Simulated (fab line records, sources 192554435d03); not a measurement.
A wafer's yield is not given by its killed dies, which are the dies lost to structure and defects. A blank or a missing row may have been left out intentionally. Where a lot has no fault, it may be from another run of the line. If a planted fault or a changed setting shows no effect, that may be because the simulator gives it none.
Chamber matching | flow n5Finfet | N5_BEOL_M6_STRIP_67 on rieDiel-01 has 4 sister chambers
The step strips in CF4. 8 wafers are shown with their chamber, then 7 later ones without.

## WAFERS WITH THEIR CHAMBER
wafer  | chamber | drypumpMotorCurrentA (A) | showerheadPlenumPTorr (Torr)
L078.5 | 0       | 5.5                      | 1.76
L081.1 | 1       | 5.2                      | 1.84
L081.6 | 3       | 4.9                      | 1.82
L083.1 | 1       | 5.2                      | 1.84
L083.4 | 2       | 5.9                      | 1.91
L083.5 | 3       | 5.0                      | 1.82
L085.1 | 2       | 5.9                      | 1.90
L085.4 | 0       | 5.4                      | 1.76

## WAFERS WHOSE CHAMBER IS MISSING
wafer  | drypumpMotorCurrentA (A) | showerheadPlenumPTorr (Torr)
L085.5 | 4.9                      | 1.82
L095.1 | 5.5                      | 1.76
L095.3 | 5.0                      | 1.82
L095.5 | 5.9                      | 1.90
L096.1 | 5.0                      | 1.81
L096.5 | 5.0                      | 1.81
L096.6 | 5.9                      | 1.90

## THE CHAMBER EACH PASSED THROUGH
wafer  | from the rows above | in truth
L085.5 | 3                   | 3
L095.1 | 0                   | 0
L095.3 | 3                   | 3
L095.5 | 2                   | 2
L096.1 | 3                   | 3
L096.5 | 3                   | 3
L096.6 | 2                   | 2
Correctly placed: 7 of 7. Number that these rows cannot place: 0. Placed wrongly: 0.
How it was worked out, from the rows above alone: a wafer's distance from a chamber is the root of the sum, over the readings, of the square of ((its reading less the chamber's mean) divided by the reading's scatter). The wafer belongs to the nearest chamber; if the next one is less than 2 further off, it can't be placed. For every chamber, the mean is computed from those of its wafers that are shown. The scatter is the square root of a quotient: the sum, over the shown wafers, of each reading's squared deviation from its chamber's mean, divided by wafers minus chambers.
